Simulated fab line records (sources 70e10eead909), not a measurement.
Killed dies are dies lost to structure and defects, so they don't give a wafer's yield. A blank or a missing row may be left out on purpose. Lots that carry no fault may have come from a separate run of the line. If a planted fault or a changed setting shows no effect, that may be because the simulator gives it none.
Chamber matching    flow nand-harc    NHARC_P_M0_CMP_23 on cmp-01 has 4 sister chambers
The step polishes, t overpolish 20 s, target thk 117.53 nm. 16 wafers are shown with their chamber, then 7 later ones without.

## EACH WAFER AND ITS CHAMBER
wafer   chamber  motor-current-A (A)  time-to-endpoint-s (s)
L423.1  1        11.8                 33
L423.3  3        11.1                 31
L423.6  0        13.0                 30
L425.1  0        13.4                 31
L425.3  1        11.4                 33
L425.6  2        13.2                 27
L431.3  2        13.6                 34
L431.5  3        10.9                 30
L431.6  0        12.9                 34
L438.1  1        11.4                 34
L438.2  0        12.8                 31
L439.1  0        12.4                 34
L439.3  2        13.2                 32
L439.6  2        13.0                 33
L443.1  0        12.0                 29
L443.4  1        11.6                 34

SIGNATURES (means of the wafers above)
reading             chamber 0  chamber 1  chamber 2  chamber 3  scatter within a chamber
motor-current-A     12.750     11.550     13.250     11.000     0.355
time-to-endpoint-s  31.50      33.50      31.50      30.50      2.08
Rule: for a wafer and a chamber, the distance is found by dividing, reading by reading, the gap between the wafer's reading and the chamber's mean by the reading's scatter, squaring, summing and taking the root. If the next closest chamber is less than 2 further off than the closest, the wafer can't be placed; otherwise it belongs to the closest. How the scatter is found: for the shown wafers, subtract from each reading the mean of its chamber, square and add these, divide the total by (wafers less chambers), then take the root.

## WAFERS MISSING THEIR CHAMBER
wafer   motor-current-A (A)  time-to-endpoint-s (s)
L443.6  10.8                 29
L441.2  13.7                 27
L441.3  13.0                 30
L441.5  13.2                 28
L445.3  14.1                 27
L445.5  12.6                 29
L445.6  11.9                 34

## THE CHAMBER EACH PASSED THROUGH
wafer   from the rows above      in truth
L443.6  3                        3
L441.2  can't be placed: 2 or 0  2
L441.3  can't be placed: 0 or 2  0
L441.5  can't be placed: 2 or 0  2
L445.3  can't be placed: 2 or 0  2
L445.5  can't be placed: 0 or 2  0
L445.6  can't be placed: 1 or 0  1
1 of 7 placed correctly. Unplaceable from these rows: 6, with the true chamber sitting among the candidates in 6. Wrongly placed: 0.
